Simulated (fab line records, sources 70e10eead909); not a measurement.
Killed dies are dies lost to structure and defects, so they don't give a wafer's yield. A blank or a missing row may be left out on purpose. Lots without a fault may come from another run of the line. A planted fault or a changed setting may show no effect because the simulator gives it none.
fab line records | flow nand_harc | part 2 of 2: steps 29 to 41 of 41
record lots=5 wafers=15 last_day=23
route steps=1159 shown A_ZERO_WELL@394 A_SOURCE_PLATE@413 A_ONON_D1@424
lots that met no fault: from a run of the same line without faults
start_h: hours from the record's first day to the start of the lot's first wafer shown | wait_h: hours since the lot's step before | " the same as in the row above | L1.1+2: a row that stands for several wafers | - no value, or no start given | * or withheld: withheld | < > ~ a bound
route shown NAME@n: a module of which the file shows steps, and the number in the route of the first | usual: mean/standard deviation of fault-free wafers | same: alike in all rows | chamber/n: place in a boat | sites: the reading at each site | _std_site: their standard deviation | _edge_site: outer sites' mean less inner sites' | radius_mm: how far each site lies from the wafer's centre | mask NAME#n: copy n | behind: the tool/chamber that last shaped the wafer | hold: why the lot was held/for how many hours/how that ended | device: the transistor (n, p or np) that didn't switch | end of line: the same wafers' tests at the end of the route | a step without rows: its recipe alone | killed: dies lost to structure and defects at the first sort, not the wafer's yield | map: a wafer's dies, x killed, . not, _ none there
set.NAME: the setting as run; set.NAME@STEP: as run at that earlier step | model.NAME: the simulator's own value behind a step, which no gauge read
lots at some steps of the route; a table a step, a row a wafer
services: from which hour (start_h, from the record's first day; less than 0 if before it) a tool's chamber was out of use, for how many hours, and why
## steps
# step NHARC_A_ONON_D1_THK_MEAS_02
# recipe thk_meas_gauge=ellipsometry
# usual thk_nm=1002/9.2
# columns lot.wafer tool chamber start_h wait_h thk_nm
L077.1 film_metro-02 - 178.74 - 1003
L077.3 " - " " 1002
L077.6 " - " " 1004
L082.2 film_metro-01 - 209.54 - 1034
L082.3 " - " " 1033
L082.5 " - " " 1032
L084.1 film_metro-02 - 209.55 - 1001
L084.3 " - " " 999
L084.6 " - " " 1000
L089.1 film_metro-01 - 254.83 - 1010
L089.2 " - " " 1012
L089.5 " - " " 1013
L090.1 film_metro-02 - 258.64 - 994
L090.3 " - " " 994
L090.5 " - " " 996
# step NHARC_A_ONON_D1_DEP_03
# recipe target_thk_a=10000 n2_flow_sccm=2750 n2o_flow_sccm=2000 nh3_flow_sccm=500 sih4_flow_sccm=210 temp_c=400
# columns lot.wafer tool chamber start_h wait_h
L077.1+3+6 pecvd_onon-03 0 178.80 0.1
L082.2+3+5 pecvd_onon-03 0 209.66 0.1
L084.1+3+6 pecvd_onon-01 0 209.73 0.2
L089.1+2+5 pecvd_onon-03 0 254.89 0.1
L090.1+3+5 pecvd_onon-01 0 258.69 0.1
# step NHARC_A_ONON_D1_THK_MEAS_05
# recipe thk_meas_gauge=ellipsometry
# usual thk_nm=1000/8.7
# columns lot.wafer tool chamber start_h wait_h thk_nm
L077.1 film_metro-02 - 179.31 - 985
L077.3 " - " " 984
L077.6 " - " " 983
L082.2 film_metro-01 - 210.11 - 1012
L082.3 " - " " 1012
L082.5 " - " " 1010
L084.1 film_metro-01 - 210.25 - 996
L084.3 " - " " 998
L084.6 " - " " 996
L089.1 film_metro-02 - 255.40 - 1011
L089.2 " - " " 1011
L089.5 " - " " 1012
L090.1 film_metro-02 - 259.21 - 1001
L090.3 " - " " 1002
L090.5 " - " " 1002
# step NHARC_A_ONON_D1_DEP_06
# recipe target_thk_a=10000 n2_flow_sccm=2750 n2o_flow_sccm=2000 nh3_flow_sccm=500 sih4_flow_sccm=210 temp_c=400
# columns lot.wafer tool chamber start_h wait_h
L077.1+3+6 pecvd_onon-03 0 179.36 0.1
L082.2+3+5 pecvd_onon-02 0 210.23 0.1
L084.1+3+6 pecvd_onon-03 0 210.30 0.1
L089.1+2+5 pecvd_onon-01 0 255.45 0.1
L090.1+3+5 pecvd_onon-02 0 259.26 0.1
# step NHARC_A_ONON_D1_THK_MEAS_08
# recipe thk_meas_gauge=ellipsometry
# usual thk_nm=1001/9.1
# columns lot.wafer tool chamber start_h wait_h thk_nm
L077.1 film_metro-01 - 179.87 - 1013
L077.3 " - " " 1010
L077.6 " - " " 1009
L082.2 film_metro-01 - 210.68 - 1002
L082.3 " - " " 1001
L082.5 " - " " 1002
L084.1 film_metro-02 - 210.81 - 994
L084.3 " - " " 993
L084.6 " - " " 992
L089.1 film_metro-01 - 255.96 - 997
L089.2 " - " " 996
L089.5 " - " " 996
L090.1 film_metro-01 - 259.80 - 989
L090.3 " - " " 989
L090.5 " - " " 988
# step NHARC_A_ONON_D1_DEP_09
# recipe target_thk_a=10000 n2_flow_sccm=2750 n2o_flow_sccm=2000 nh3_flow_sccm=500 sih4_flow_sccm=210 temp_c=400
# columns lot.wafer tool chamber start_h wait_h
L077.1+3+6 pecvd_onon-03 0 179.93 0.1
L082.2+3+5 pecvd_onon-02 0 210.80 0.1
L084.1+3+6 pecvd_onon-03 0 210.87 0.1
L089.1+2+5 pecvd_onon-02 0 256.02 0.1
L090.1+3+5 pecvd_onon-03 0 259.86 0.1
# step NHARC_A_ONON_D1_THK_MEAS_11
# recipe thk_meas_gauge=ellipsometry
# usual thk_nm=1001/11
# columns lot.wafer tool chamber start_h wait_h thk_nm
L077.1 film_metro-02 - 180.44 - 1016
L077.3 " - " " 1015
L077.6 " - " " 1015
L082.2 film_metro-02 - 211.25 - 1005
L082.3 " - " " 1005
L082.5 " - " " 1005
L084.1 film_metro-01 - 211.38 - 1013
L084.3 " - " " 1014
L084.6 " - " " 1013
L089.1 film_metro-01 - 256.54 - 1022
L089.2 " - " " 1022
L089.5 " - " " 1021
L090.1 film_metro-01 - 260.37 - 993
L090.3 " - " " 991
L090.5 " - " " 991
# step NHARC_A_ONON_D1_DEP_12
# recipe target_thk_a=10000 n2_flow_sccm=2750 n2o_flow_sccm=2000 nh3_flow_sccm=500 sih4_flow_sccm=210 temp_c=400
# columns lot.wafer tool chamber start_h wait_h
L077.1+3+6 pecvd_onon-03 0 180.49 0.1
L082.2+3+5 pecvd_onon-02 0 211.37 0.1
L084.1+3+6 pecvd_onon-03 0 211.44 0.1
L089.1+2+5 pecvd_onon-03 0 256.60 0.1
L090.1+3+5 pecvd_onon-01 0 260.42 0.1
# step NHARC_A_ONON_D1_THK_MEAS_14
# recipe thk_meas_gauge=ellipsometry
# usual thk_nm=997/11
# columns lot.wafer tool chamber start_h wait_h thk_nm
L077.1 film_metro-01 - 181.01 - 983
L077.3 " - " " 983
L077.6 " - " " 983
L082.2 film_metro-01 - 211.82 - 1004
L082.3 " - " " 1004
L082.5 " - " " 1004
L084.1 film_metro-01 - 211.95 - 995
L084.3 " - " " 996
L084.6 " - " " 996
L089.1 film_metro-01 - 257.11 - 983
L089.2 " - " " 982
L089.5 " - " " 983
L090.1 film_metro-01 - 260.94 - 1000
L090.3 " - " " 1000
L090.5 " - " " 1000
# step NHARC_A_ONON_D1_ANNEAL_15
# recipe temp_c=750 time_s=3600
# usual spike_tc_lower_C=749.3/1.2 tube_center_temp_C=749.99/0.076
# columns lot.wafer tool chamber start_h wait_h spike_tc_lower_C tube_center_temp_C
L077.1 furnace-08 0 183.72 2.7 750.8 749.98
L077.3 " 0 " " 749.7 750.06
L077.6 " 0 " " 749.8 749.86
L082.2 furnace-08 0 214.32 2.5 750.2 749.98
L082.3 " 0 " " 750.4 750.11
L082.5 " 0 " " 750.7 749.94
L084.1 furnace-08 0 214.32 2.4 749.1 749.86
L084.3 " 0 " " 748.8 750.04
L084.6 " 0 " " 748.9 749.82
L089.1 furnace-07 0 261.41 4.3 750.1 750.05
L089.2 " 0 " " 749.9 750.08
L089.5 " 0 " " 747.6 749.89
L090.1 furnace-07 0 261.41 0.5 749.4 750.13
L090.3 " 0 " " 750.5 750.03
L090.5 " 0 " " 748.8 750.10
# step NHARC_A_ONON_D1_DEP_16
# recipe target_thk_a=10000 n2_flow_sccm=2750 n2o_flow_sccm=2000 nh3_flow_sccm=500 sih4_flow_sccm=210 temp_c=400
# columns lot.wafer tool chamber start_h wait_h
L077.1+3+6 pecvd_onon-03 0 187.55 0.1
L084.1+3+6 pecvd_onon-03 0 218.28 0.1
L082.2+3+5 pecvd_onon-01 0 218.33 0.1
L089.1+2+5 pecvd_onon-02 0 265.31 0.1
L090.1+3+5 pecvd_onon-03 0 265.65 0.4
# step NHARC_A_ONON_D1_THK_MEAS_18
# recipe thk_meas_gauge=ellipsometry
# usual thk_nm=997/7.5
# columns lot.wafer tool chamber start_h wait_h thk_nm
L077.1 film_metro-01 - 188.06 - 1006
L077.3 " - " " 1006
L077.6 " - " " 1006
L082.2 film_metro-02 - 218.79 - 996
L082.3 " - " " 996
L082.5 " - " " 995
L084.1 film_metro-01 - 218.80 - 979
L084.3 " - " " 979
L084.6 " - " " 978
L089.1 film_metro-01 - 265.82 - 1003
L089.2 " - " " 1003
L089.5 " - " " 1001
L090.1 film_metro-02 - 266.15 - 991
L090.3 " - " " 992
L090.5 " - " " 990
# step NHARC_A_ONON_D1_DEP_19
# recipe target_thk_a=10000 n2_flow_sccm=2750 n2o_flow_sccm=2000 nh3_flow_sccm=500 sih4_flow_sccm=210 temp_c=400
# columns lot.wafer tool chamber start_h wait_h
L077.1+3+6 pecvd_onon-03 0 188.12 0.1
L084.1+3+6 pecvd_onon-03 0 218.85 0.1
L082.2+3+5 pecvd_onon-01 0 218.90 0.1
L089.1+2+5 pecvd_onon-03 0 265.99 0.2
L090.1+3+5 pecvd_onon-01 0 266.21 0.1
## services
# columns tool chamber start_h hours kind
rie_diel-10 2 134.76 5.2 repair
rie_diel-11 0 138.16 2.9 repair
pvd_sputter-01 - 140.29 1.6 repair
implanter-02 - 145.37 5.8 repair
wet_bench-03 - 146.40 8.0 pm
rie_si-02 - 147.53 0.3 repair
pecvd_onon-03 - 153.00 13.0 pm
rie_si-03 - 155.00 9.0 pm
pvd_sputter-01 - 158.02 10.0 pm
wet_bench-04 - 163.66 8.0 pm
rie_diel-07 3 176.04 5.4 repair
rie_diel-10 - 176.50 9.0 pm
wet_bench-02 - 180.00 8.0 pm
pecvd_onon-01 - 187.16 3.8 repair
litho_track-07 - 189.00 7.0 pm
rie_diel-11 - 189.63 9.0 pm
rie_diel-10 2 191.69 14.2 repair
pecvd_onon-01 - 195.00 13.0 pm
wet_bench-05 - 196.83 8.0 pm
wet_bench-02 - 197.02 4.2 repair
litho_track-03 - 213.00 7.0 pm
litho_track-05 - 237.00 7.0 pm
rie_si-03 3 237.10 7.7 repair
furnace-08 - 251.11 145.5 repair
